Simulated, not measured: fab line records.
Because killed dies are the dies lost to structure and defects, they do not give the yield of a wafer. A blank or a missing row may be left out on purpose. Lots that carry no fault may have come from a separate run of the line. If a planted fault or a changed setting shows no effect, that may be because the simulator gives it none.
Matching of chambers / flow n5-finfet / N5_FIN_SAQP_DESCUM_21 on rie-diel-06: 4 sister chambers
The step chemistry O2, time 7.9 s. 20 wafers are shown with their chamber, then 10 later ones without.

## WAFERS PAIRED WITH THEIR CHAMBERS
wafer=L075.1; chamber=2; drypump-motor-current-A (A)=5.4; showerhead-plenum-p-Torr (Torr)=2.19; throttle-valve-pct (%)=20.73
wafer=L075.2; chamber=3; drypump-motor-current-A (A)=6.4; showerhead-plenum-p-Torr (Torr)=2.11; throttle-valve-pct (%)=20.57
wafer=L075.5; chamber=0; drypump-motor-current-A (A)=5.7; showerhead-plenum-p-Torr (Torr)=2.06; throttle-valve-pct (%)=20.55
wafer=L076.2; chamber=2; drypump-motor-current-A (A)=5.4; showerhead-plenum-p-Torr (Torr)=2.19; throttle-valve-pct (%)=20.75
wafer=L076.4; chamber=1; drypump-motor-current-A (A)=5.0; showerhead-plenum-p-Torr (Torr)=2.05; throttle-valve-pct (%)=20.47
wafer=L076.5; chamber=0; drypump-motor-current-A (A)=5.7; showerhead-plenum-p-Torr (Torr)=2.06; throttle-valve-pct (%)=20.54
wafer=L077.3; chamber=2; drypump-motor-current-A (A)=5.4; showerhead-plenum-p-Torr (Torr)=2.19; throttle-valve-pct (%)=20.74
wafer=L077.5; chamber=3; drypump-motor-current-A (A)=6.4; showerhead-plenum-p-Torr (Torr)=2.11; throttle-valve-pct (%)=20.58
wafer=L077.6; chamber=2; drypump-motor-current-A (A)=5.5; showerhead-plenum-p-Torr (Torr)=2.19; throttle-valve-pct (%)=20.74
wafer=L078.1; chamber=1; drypump-motor-current-A (A)=5.0; showerhead-plenum-p-Torr (Torr)=2.05; throttle-valve-pct (%)=20.47
wafer=L078.4; chamber=0; drypump-motor-current-A (A)=5.7; showerhead-plenum-p-Torr (Torr)=2.06; throttle-valve-pct (%)=20.56
wafer=L078.5; chamber=2; drypump-motor-current-A (A)=5.4; showerhead-plenum-p-Torr (Torr)=2.19; throttle-valve-pct (%)=20.74
wafer=L082.1; chamber=0; drypump-motor-current-A (A)=5.7; showerhead-plenum-p-Torr (Torr)=2.06; throttle-valve-pct (%)=20.57
wafer=L082.3; chamber=2; drypump-motor-current-A (A)=5.4; showerhead-plenum-p-Torr (Torr)=2.19; throttle-valve-pct (%)=20.75
wafer=L082.5; chamber=2; drypump-motor-current-A (A)=5.4; showerhead-plenum-p-Torr (Torr)=2.19; throttle-valve-pct (%)=20.75
wafer=L085.2; chamber=3; drypump-motor-current-A (A)=6.4; showerhead-plenum-p-Torr (Torr)=2.10; throttle-valve-pct (%)=20.57
wafer=L085.5; chamber=3; drypump-motor-current-A (A)=6.4; showerhead-plenum-p-Torr (Torr)=2.10; throttle-valve-pct (%)=20.59
wafer=L085.6; chamber=1; drypump-motor-current-A (A)=5.0; showerhead-plenum-p-Torr (Torr)=2.05; throttle-valve-pct (%)=20.49
wafer=L087.1; chamber=2; drypump-motor-current-A (A)=5.4; showerhead-plenum-p-Torr (Torr)=2.18; throttle-valve-pct (%)=20.76
wafer=L087.4; chamber=2; drypump-motor-current-A (A)=5.4; showerhead-plenum-p-Torr (Torr)=2.18; throttle-valve-pct (%)=20.78

SIGNATURES (means of the wafers above)
reading=drypump-motor-current-A; chamber 0=5.700; chamber 1=5.000; chamber 2=5.411; chamber 3=6.400; scatter within a chamber=0.0236
reading=showerhead-plenum-p-Torr; chamber 0=2.0600; chamber 1=2.0500; chamber 2=2.1878; chamber 3=2.1050; scatter within a chamber=0.004
reading=throttle-valve-pct; chamber 0=20.5550; chamber 1=20.4767; chamber 2=20.7489; chamber 3=20.5775; scatter within a chamber=0.0131
Rule: distance of a wafer from a chamber = root of the sum over the readings of ((wafer's reading minus chamber's mean) / reading's scatter) squared. If the next closest chamber is less than 2 further off than the closest, the wafer can't be placed; otherwise it belongs to the closest. The scatter: take each reading less its chamber's mean, square it, sum over the shown wafers, divide by the number of wafers less the number of chambers, and take the root.

## WAFERS MISSING THEIR CHAMBER
wafer=L087.5; drypump-motor-current-A (A)=6.4; showerhead-plenum-p-Torr (Torr)=2.10; throttle-valve-pct (%)=20.60
wafer=L090.1; drypump-motor-current-A (A)=6.4; showerhead-plenum-p-Torr (Torr)=2.10; throttle-valve-pct (%)=20.60
wafer=L090.2; drypump-motor-current-A (A)=5.7; showerhead-plenum-p-Torr (Torr)=2.05; throttle-valve-pct (%)=20.19
wafer=L090.3; drypump-motor-current-A (A)=5.4; showerhead-plenum-p-Torr (Torr)=2.18; throttle-valve-pct (%)=20.79
wafer=L093.1; drypump-motor-current-A (A)=6.4; showerhead-plenum-p-Torr (Torr)=2.10; throttle-valve-pct (%)=20.62
wafer=L093.4; drypump-motor-current-A (A)=5.0; showerhead-plenum-p-Torr (Torr)=2.04; throttle-valve-pct (%)=20.13
wafer=L093.6; drypump-motor-current-A (A)=5.4; showerhead-plenum-p-Torr (Torr)=2.18; throttle-valve-pct (%)=20.80
wafer=L097.1; drypump-motor-current-A (A)=6.4; showerhead-plenum-p-Torr (Torr)=2.09; throttle-valve-pct (%)=20.65
wafer=L097.3; drypump-motor-current-A (A)=5.7; showerhead-plenum-p-Torr (Torr)=2.05; throttle-valve-pct (%)=20.21
wafer=L097.6; drypump-motor-current-A (A)=6.4; showerhead-plenum-p-Torr (Torr)=2.09; throttle-valve-pct (%)=20.64

## THE CHAMBER EACH PASSED THROUGH
wafer=L087.5; from the rows above=3; in truth=3
wafer=L090.1; from the rows above=3; in truth=3
wafer=L090.2; from the rows above=0; in truth=0
wafer=L090.3; from the rows above=2; in truth=2
wafer=L093.1; from the rows above=3; in truth=3
wafer=L093.4; from the rows above=1; in truth=1
wafer=L093.6; from the rows above=2; in truth=2
wafer=L097.1; from the rows above=3; in truth=3
wafer=L097.3; from the rows above=0; in truth=0
wafer=L097.6; from the rows above=3; in truth=3
Correctly placed: 10 of 10. Not placeable from these rows: 0. Wrongly placed: 0.
